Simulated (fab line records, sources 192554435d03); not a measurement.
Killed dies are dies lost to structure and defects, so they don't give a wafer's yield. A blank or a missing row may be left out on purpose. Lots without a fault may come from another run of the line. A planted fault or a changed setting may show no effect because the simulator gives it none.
A struck lot beside a sound one | flow n5_finfet | 14 steps out of a route of 1938
Sound: wafers L841.1, L841.2, L841.3. Struck: wafers L840.2, L840.3, L840.6. The cause comes at the end.
At each step with rows: each side's tool, then ch and its chambers, then its first start. Under that, the readings that differ: sound wafers | struck wafers | difference of the means | sigmas: that difference in standard deviations of wafers without a fault.
alike: readings whose means differ by less than 2 such deviations, and words and numbers that are the same on both sides. not compared: withheld readings, readings that some wafer has no value for, bounds like >300 that may hide the same value, and numbers for which the record gives no deviation and whose values overlap.
The two part at a step that has a row with sigmas, a row that says differs or no value, or rows on one side only. Numbers that don't overlap but have no deviation are shown without sigmas and don't part them. A reading that every wafer of one side lacks parts them only if that side has two wafers or more.

first, 3 steps without rows for these wafers: N5_BEOL_M5_EXPOSE_25 (exposes mask V4, defocus 10 nm); N5_BEOL_M5_PEB_26 (peb time 60 s); N5_BEOL_M5_DEVELOP_27 (develop time 30 s).
N5_BEOL_M5_CD_MEAS_28: target cd 30.6 nm, target cd y 20 nm.
  sound on cd_sem-03 ch 0, day 12 22:52; struck on cd_sem-02 ch 0, day 11 23:50
  alike: cd_nm
N5_BEOL_M5_OVL_MEAS_29:
  sound on overlay-01 ch 0, day 12 22:54; struck on overlay-02 ch 0, day 11 23:53
  alike: V4_OVL
N5_BEOL_M5_INSPECT_30: inspects for defects (brightfield).
  sound on defect_inspect-01, day 12 22:58; struck on defect_inspect-02, day 11 23:56
  alike: raw_defect_count
N5_BEOL_M5_DESCUM_33: chemistry O2, time 7 s.
  sound on rie_diel-06 ch 1,2,3, day 12 23:17; struck on rie_diel-04 ch 0,2, day 11 23:59
  alike: bias_power_w, drypump_motor_current_A, o2_flow_sccm, oes_product_au, rf_vpp_V, showerhead_plenum_p_Torr, throttle_valve_pct
  not compared: rf_hours_counter_h
N5_BEOL_M5_ETCH_75: etches underlayer in N2/H2, target depth 6.5 nm, time 5.2 s.
  sound on rie_diel-06 ch 1,2,3, day 12 23:19; struck on rie_diel-04 ch 0,2, day 12 00:01
  alike: bias_w, drypump_motor_current_A, etch_rf_on_time_s, n2_flow_sccm, oes_product_au, rf_vpp_V, showerhead_plenum_p_Torr, throttle_valve_pct
  not compared: rf_hours_counter_h
N5_BEOL_M5_ETCH_67: etches SiARC in CF4, target depth 15.6 nm, time 26 s.
  sound on rie_diel-06 ch 1,2,3, day 12 23:20; struck on rie_diel-04 ch 0,2, day 12 00:02
  alike: bias_w, drypump_motor_current_A, etch_rf_on_time_s, oes_product_au, rf_vpp_V, showerhead_plenum_p_Torr, throttle_valve_pct
  not compared: rf_hours_counter_h
N5_BEOL_M5_ETCH_68: etches SOC in N2/H2, target depth 80 nm, overetch 16 nm, time 120 s.
  sound on rie_diel-06 ch 1,2,3, day 12 23:22; struck on rie_diel-04 ch 0,2, day 12 00:04
  alike: bias_w, drypump_motor_current_A, n2_flow_sccm, oes_product_au, rf_vpp_V, showerhead_plenum_p_Torr, throttle_valve_pct
  not compared: rf_hours_counter_h
then, 2 steps without rows for these wafers: N5_BEOL_M5_STRIP_69 (strips in N2/H2); N5_BEOL_M5_STRIP_76 (strips in N2/H2).
N5_BEOL_M5_VIA_ETCH_34: etches SiCOH lowk in C4F6/O2, target depth 88.3 nm, time 39.2 s.
  sound on rie_diel-06 ch 1,2,3, day 12 23:28; struck on rie_diel-04 ch 0,2, day 12 00:10
  reading                  | sound             | struck            | difference | sigmas
  bias_w (W)               | 184.4 185.4 185.4 | 163.1 163.2 163.9 | -21.7      | -39
  rf_vpp_V (V)             | 679 675 658       | 605 594 594       | -73        | -9
  model.etch.depth_nm (nm) | 87.63 87.51 87.2  | 86.07 86.73 85.82 | -1.24      |
  alike: drypump_motor_current_A, oes_product_au, showerhead_plenum_p_Torr, throttle_valve_pct
  not compared: rf_hours_counter_h
then, 1 step without rows for these wafers: N5_BEOL_M5_STRIP_85 (strips in C4F6/O2).

WHERE THEY PART
Only at N5_BEOL_M5_VIA_ETCH_34, within this record.

WHY: what the simulator had put in
Process parameter drift: rie_diel-04, from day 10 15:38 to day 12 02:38, at N5_BEOL_M5_VIA_ETCH_34. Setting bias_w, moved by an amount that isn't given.
